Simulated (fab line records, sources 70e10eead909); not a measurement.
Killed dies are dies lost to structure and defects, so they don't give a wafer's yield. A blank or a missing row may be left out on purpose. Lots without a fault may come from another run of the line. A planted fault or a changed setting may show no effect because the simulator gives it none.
One fault seen from 2 desks | flow nand_harc | each desk has only its own numbers; what lay behind them comes last

THE METROLOGY DESK
What the gauges read, lot by lot, whatever tool the lot ran on: means of the sampled wafers that have a number. A lot is out of limits, marked OUT, if its mean lies more than 4 standard deviations from the usual mean; the brackets give that distance.
Columns: A = cd_nm at NHARC_A_BONDPAD_CD_MEAS_13, usual 499.1 nm
lot  | first seen here | A
L572 | day 23 12:11    | 497.7
L573 | day 23 15:12    | 498.5
L575 | day 24 11:34    | 502.2
L576 | day 25 05:08    | 499.7
L578 | day 25 16:25    | 500.0
L580 | day 26 20:20    | 498.6
L581 | day 26 21:35    | 500.3
L583 | day 27 09:06    | 498.3
L582 | day 27 11:06    | 498.7
L588 | day 29 15:03    | 496.3
L593 | day 31 13:51    | 500.1
L592 | day 31 19:08    | 497.2
L594 | day 32 09:19    | 498.8
This desk's finding: nothing out of limits on any of the 13 lots.

THE TOOL OWNER'S DESK: plasma_asher-01
The tool's own readings at NHARC_THIN_TSV_STRIP_45 (strips in O2): means of the sampled wafers that have a number, for each lot that ran on this tool. A lot is out of limits, marked OUT, if its mean lies more than 4 standard deviations from the usual mean; the brackets give that distance.
Columns: A = drypump_motor_current_A at NHARC_THIN_TSV_STRIP_45, usual 5.42 A; B = heater_power_w at NHARC_THIN_TSV_STRIP_45, usual 349 W
lot  | first seen here | A    | B
L573 | day 24 05:19    | 5.20 | 344
L575 | day 25 02:50    | 5.20 | 350
L578 | day 26 08:17    | 5.21 | 353
L580 | day 27 10:37    | 5.29 | 361
L581 | day 27 12:50    | 5.27 | 360
L583 | day 28 00:44    | 5.29 | 358
L582 | day 28 01:49    | 5.26 | 363
L593 | day 32 13:38    | 5.27 | 363
L592 | day 32 14:50    | 5.26 | 372
L594 | day 33 01:24    | 5.28 | 370
This desk's finding: nothing out of limits on any of the 10 lots.

PUT TOGETHER
The metrology desk saw nothing out of limits.
The tool owner's desk saw nothing out of limits.

WHAT THE SIMULATOR HAD PUT IN
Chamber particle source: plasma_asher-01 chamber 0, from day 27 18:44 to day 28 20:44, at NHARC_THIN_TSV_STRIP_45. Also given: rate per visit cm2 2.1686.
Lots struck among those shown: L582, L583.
